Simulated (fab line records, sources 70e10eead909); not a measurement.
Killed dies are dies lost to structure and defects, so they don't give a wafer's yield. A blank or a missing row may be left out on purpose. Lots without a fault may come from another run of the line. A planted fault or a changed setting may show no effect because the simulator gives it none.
fab line records | flow nand_harc
record lots=13 wafers=39 last_day=24
route steps=1159 shown P_ZERO_WELL@12 P_CONTACT@235 P_M1@297
lots that met no fault: from a run of the same line without faults
start_h: hours from the record's first day to the start of the lot's first wafer shown | wait_h: hours since the lot's step before | " the same as in the row above | L1.1+2: a row that stands for several wafers | - no value, or no start given | * or withheld: withheld | < > ~ a bound
route shown NAME@n: a module of which the file shows steps, and the number in the route of the first | usual: mean/standard deviation of fault-free wafers | same: alike in all rows | chamber/n: place in a boat | sites: the reading at each site | _std_site: their standard deviation | _edge_site: outer sites' mean less inner sites' | radius_mm: how far each site lies from the wafer's centre | mask NAME#n: copy n | behind: the tool/chamber that last shaped the wafer | hold: why the lot was held/for how many hours/how that ended | device: the transistor (n, p or np) that didn't switch | end of line: the same wafers' tests at the end of the route | a step without rows: its recipe alone | killed: dies lost to structure and defects at the first sort, not the wafer's yield | map: a wafer's dies, x killed, . not, _ none there
set.NAME: the setting as run; set.NAME@STEP: as run at that earlier step | model.NAME: the simulator's own value behind a step, which no gauge read
steps of the route over a sample of lots; a table a step, a row a wafer
services: from which hour (start_h, from the record's first day; less than 0 if before it) a tool's chamber was out of use, for how many hours, and why
## steps
# step NHARC_P_ZERO_WELL_PEB_09
# recipe peb_temp_c=128 peb_time_s=80
# columns lot.wafer tool chamber start_h wait_h
L213.1+2+4 litho_track-05 0 13.06 0.1
L215.1+4+6 litho_track-05 0 25.03 0.1
L216.4+5+6 litho_track-02 0 31.04 0.0
L217.2+4+6 litho_track-02 0 37.16 0.1
L219.3+4+6 litho_track-02 0 49.39 0.1
L220.1+4+5 litho_track-02 0 55.15 0.1
L221.1+5+6 litho_track-05 0 61.15 0.1
L222.3+4+5 litho_track-03 0 67.16 0.1
L223.1+4+5 litho_track-02 0 73.03 0.1
L224.2+4+6 litho_track-02 0 79.15 0.1
L225.2+5+6 litho_track-02 0 85.03 0.1
L226.2+5+6 litho_track-05 0 91.03 0.1
L235.3+4+5 litho_track-05 0 145.16 0.1
# step NHARC_P_ZERO_WELL_CD_MEAS_11
# recipe target_cd_nm=500 landing_energy_ev=500
# usual cd_nm=500.4/1.9
# columns lot.wafer tool chamber start_h wait_h cd_nm
L213.1 cd_sem-03 0 13.15 - 502.0
L213.2 " 0 " " 501.7
L213.4 " 0 " " 503.4
L215.1 cd_sem-02 0 25.11 - 501.4
L215.4 " 0 " " 502.6
L215.6 " 0 " " 502.2
L216.4 cd_sem-03 0 31.13 - 501.1
L216.5 " 0 " " 502.1
L216.6 " 0 " " 503.2
L217.2 cd_sem-03 0 37.25 - 500.8
L217.4 " 0 " " 502.0
L217.6 " 0 " " 500.1
L219.3 cd_sem-03 0 49.49 - 503.2
L219.4 " 0 " " 502.8
L219.6 " 0 " " 502.1
L220.1 cd_sem-01 0 55.24 - 501.1
L220.4 " 0 " " 502.2
L220.5 " 0 " " 503.9
L221.1 cd_sem-01 0 61.24 - 500.8
L221.5 " 0 " " 501.0
L221.6 " 0 " " 501.8
L222.3 cd_sem-01 0 67.25 - 496.6
L222.4 " 0 " " 501.2
L222.5 " 0 " " 498.0
L223.1 cd_sem-03 0 73.11 - 499.4
L223.4 " 0 " " 502.6
L223.5 " 0 " " 498.5
L224.2 cd_sem-02 0 79.24 - 496.3
L224.4 " 0 " " 500.1
L224.6 " 0 " " 500.3
L225.2 cd_sem-01 0 85.12 - 498.9
L225.5 " 0 " " 506.8
L225.6 " 0 " " 501.7
L226.2 cd_sem-01 0 91.11 - 501.7
L226.5 " 0 " " 502.2
L226.6 " 0 " " 503.8
L235.3 cd_sem-01 0 145.24 - 499.7
L235.4 " 0 " " 500.9
L235.5 " 0 " " 500.7
# step NHARC_P_CONTACT_DESCUM_17
# recipe time_s=3 o2_flow_sccm=200 ar_flow_sccm=0 bias_power_w=0 chemistry=O2
# usual drypump_motor_current_A=5.8/0.58 oes_product_au=1.003/0.0087 rf_vpp_V=57.8/0.89 showerhead_plenum_p_Torr=1.89/0.089 throttle_valve_pct=11.311/0.009
# same bias_power_w=0 time_s=3
# columns lot.wafer tool chamber start_h wait_h drypump_motor_current_A oes_product_au rf_hours_counter_h rf_vpp_V showerhead_plenum_p_Torr throttle_valve_pct
L213.4 rie_diel-12 2 111.59 0.1 4.8 0.998 9 58.2 2.01 11.314
L213.1 " 3 " " 5.4 1.018 8 57.9 1.80 11.310
L213.2 " 0 " " 6.7 0.998 7 57.6 1.81 11.313
L216.4 rie_diel-12 2 128.38 0.1 4.8 1.004 11 57.7 2.01 11.299
L216.6 " 0 " " 6.6 0.998 - 57.1 1.81 11.307
L216.5 " 1 " " 6.4 1.003 - 58.7 1.87 11.306
L217.4 rie_diel-02 0 130.41 0.1 5.7 0.999 13 59.2 1.79 11.307
L217.2 " 2 " " 5.8 0.999 13 57.0 1.93 11.287
L217.6 " 0 " " 5.7 1.003 - 57.1 1.79 11.312
L215.4 rie_diel-12 1 134.69 0.1 6.4 1.016 9 57.7 1.87 11.320
L215.1 " 3 " " 5.4 1.009 11 56.5 1.80 11.305
L215.6 " 2 " " 4.8 1.009 - 58.4 2.01 11.316
L219.3 rie_diel-02 1 139.78 0.1 5.9 1.004 14 59.0 2.00 11.323
L219.4 " 0 " " 5.7 1.003 14 57.1 1.79 11.328
L219.6 " 2 " " 5.8 1.002 - 58.0 1.93 11.306
L220.1 rie_diel-12 3 156.09 0.1 5.4 1.011 14 57.2 1.80 11.308
L220.4 " 1 " " 6.4 1.006 11 56.5 1.87 11.304
L220.5 " 0 " " 6.7 1.001 - 57.2 1.81 11.310
L221.1 rie_diel-12 0 158.31 0.1 6.7 0.997 13 56.3 1.81 11.304
L221.6 " 3 " " 5.4 1.018 - 56.8 1.80 11.312
L221.5 " 0 " " 6.7 1.014 - 57.7 1.81 11.299
L222.3 rie_diel-12 2 159.49 0.1 4.8 1.004 15 56.2 2.00 11.325
L222.4 " 0 " " 6.7 1.007 13 57.9 1.81 11.301
L222.5 " 2 " " 4.8 1.007 - 60.0 2.00 11.315
L224.4 rie_diel-02 0 169.51 0.1 5.7 1.014 0 57.5 1.79 11.301
L224.2 " 3 " " 5.7 1.004 1 58.0 2.01 11.323
L224.6 " 1 " " 5.8 0.989 - 57.6 2.00 11.304
L223.1 rie_diel-02 0 169.68 0.1 5.7 1.016 0 57.4 1.79 11.311
L223.4 " 3 " " 5.7 0.998 1 58.0 2.00 11.313
L223.5 " 1 " " 5.9 1.003 - 59.0 2.00 11.304
L226.2 rie_diel-12 1 185.67 0.1 6.4 1.007 15 57.8 1.86 11.314
L226.6 " 2 " " 4.8 0.994 - 59.4 2.00 11.321
L226.5 " 0 " " 6.7 1.001 - 58.3 1.81 11.315
L225.2 rie_diel-12 3 187.99 0.1 5.4 1.014 18 57.0 1.79 11.309
L225.6 " 2 " " 4.8 0.987 - 57.9 2.00 11.306
L225.5 " 3 " " 5.4 1.011 - 57.5 1.79 11.315
L235.3 rie_diel-12 2 239.72 0.1 4.8 1.006 3 57.5 2.00 11.310
L235.4 " 3 " " 5.4 1.011 3 57.5 1.79 11.318
L235.5 " 2 " " 4.8 0.998 - 59.2 2.00 11.292
# step NHARC_P_CONTACT_PVD_32
# recipe target_thk_a=50 chamber_pressure_pa=5 power_w=5000 substrate_temp_c=200 time_s=17.7 material=Ti
# usual throttle_valve_pct=30.2/1.5
# same time_s=17.7
# columns lot.wafer tool chamber start_h wait_h throttle_valve_pct
L213.1 pvd_sputter-01 - - - 29.1
L213.2 " - " " 29.1
L213.4 " - " " 26.8
L216.4 pvd_sputter-01 - - - 28.7
L216.6 " - " " 28.8
L216.5 " - " " 31.0
L217.2 pvd_sputter-03 - - - 30.6
L217.4 " - " " 29.3
L217.6 " - " " 33.3
L215.1 pvd_sputter-01 - - - 28.9
L215.4 " - " " 26.7
L215.6 " - " " 29.0
L219.3 pvd_sputter-03 - - - 30.2
L219.4 " - " " 33.1
L219.6 " - " " 29.5
L220.1 pvd_sputter-02 - - - 30.7
L220.4 " - " " 30.0
L220.5 " - " " 30.7
L221.1 pvd_sputter-02 - - - 31.2
L221.5 " - " " 30.3
L221.6 " - " " 31.1
L222.3 pvd_sputter-03 - - - 31.0
L222.4 " - " " 30.0
L222.5 " - " " 29.4
L224.2 pvd_sputter-01 - - - 31.5
L224.4 " - " " 29.7
L224.6 " - " " 29.0
L223.1 pvd_sputter-03 - - - 29.0
L223.4 " - " " 30.8
L223.5 " - " " 30.0
L226.2 pvd_sputter-03 - - - 29.0
L226.5 " - " " 29.0
L226.6 " - " " 30.1
L225.2 pvd_sputter-02 - - - 30.3
L225.6 " - " " 30.2
L225.5 " - " " 30.2
L235.4 pvd_sputter-03 - - - 33.4
L235.3 " - " " 30.0
L235.5 " - " " 30.9
# step NHARC_P_M1_INSPECT_11
# usual raw_defect_count=4.0/2.1
# columns lot.wafer tool chamber start_h wait_h raw_defect_count
L213.1 defect_inspect-02 - 124.23 0.0 5
L213.2 " - " " 2
L213.4 " - " " 5
L216.4 defect_inspect-02 - 136.99 0.0 3
L216.5 " - " " 4
L216.6 " - " " 4
L217.2 defect_inspect-02 - 141.69 0.0 2
L217.4 " - " " 7
L217.6 " - " " 8
L215.1 defect_inspect-01 - 145.34 0.0 4
L215.4 " - " " 6
L215.6 " - " " 4
L219.3 defect_inspect-02 - 148.45 0.0 3
L219.4 " - " " 4
L219.6 " - " " 4
L220.1 defect_inspect-01 - 165.85 0.0 6
L220.4 " - " " 3
L220.5 " - " " 0
L221.1 defect_inspect-02 - 167.16 0.0 6
L221.5 " - " " 7
L221.6 " - " " 2
L222.3 defect_inspect-02 - 167.74 0.0 3
L222.4 " - " " 4
L222.5 " - " " 4
L224.2 defect_inspect-01 - 180.82 0.0 3
L224.4 " - " " 8
L224.6 " - " " 3
L223.1 defect_inspect-01 - 181.50 0.0 3
L223.4 " - " " 8
L223.5 " - " " 3
L226.2 defect_inspect-02 - 198.95 0.0 5
L226.5 " - " " 2
L226.6 " - " " 1
L225.2 defect_inspect-01 - 199.97 0.0 6
L225.5 " - " " 2
L225.6 " - " " 4
L235.3 defect_inspect-01 - 251.41 0.0 5
L235.4 " - " " 3
L235.5 " - " " 4
## services
# columns tool chamber start_h hours kind
litho_track-02 - -10.00 7.0 pm
rie_diel-12 0 4.58 - clean
rie_diel-12 - 25.40 9.0 pm
pvd_sputter-02 - 36.03 10.0 pm
litho_track-03 - 38.01 7.0 pm
rie_diel-12 1 45.75 19.2 repair
pvd_sputter-03 - 56.54 5.8 repair
pvd_sputter-02 - 59.91 7.2 repair
rie_diel-02 0 61.78 1.7 repair
litho_track-05 - 62.00 7.0 pm
pvd_sputter-02 - 82.85 0.9 repair
pvd_sputter-03 - 102.00 10.0 pm
rie_diel-12 2 148.79 1.5 repair
rie_diel-02 - 150.70 9.0 pm
pvd_sputter-01 - 158.02 10.0 pm
litho_track-02 - 165.00 7.0 pm
rie_diel-12 3 184.69 3.1 repair
pvd_sputter-02 - 193.95 2.5 repair
rie_diel-12 - 202.40 9.0 pm
pvd_sputter-03 - 205.34 8.3 repair
litho_track-03 - 213.01 7.0 pm
pvd_sputter-02 - 214.03 10.0 pm
rie_diel-02 - 215.47 0.5 repair
litho_track-05 - 237.00 7.0 pm
## key
first_sign step=NHARC_P_ZERO_WELL_CD_MEAS_11 reading=cd_nm direction=up sigmas=3.3 usual=500.4 struck=506.8
effect none on later readings
met_at NHARC_P_ZERO_WELL_PEB_09
struck_lots L225
struck_wafers L225.5
tester_left_out L225
not_acting_at NHARC_P_CONTACT_DESCUM_17,NHARC_P_CONTACT_PVD_32,NHARC_P_M1_INSPECT_11
onset_between 79.15 85.03
fault kind=process_parameter_drift tool=litho_track-02 chamber=- onset_h=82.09 steps=NHARC_P_ZERO_WELL_PEB_09 channel=peb_time_s offset=* shape=step end_h=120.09 scope=struck_wafers_only acts_in=* stated=*
# tester_left_out: of these lots the tester's yield and bins aren't shown, on N5 and GAA mostly nor the transistor test; their killed dies are dies lost to structure and defects alone, not to doping, threshold or leakage, so they don't give the yield
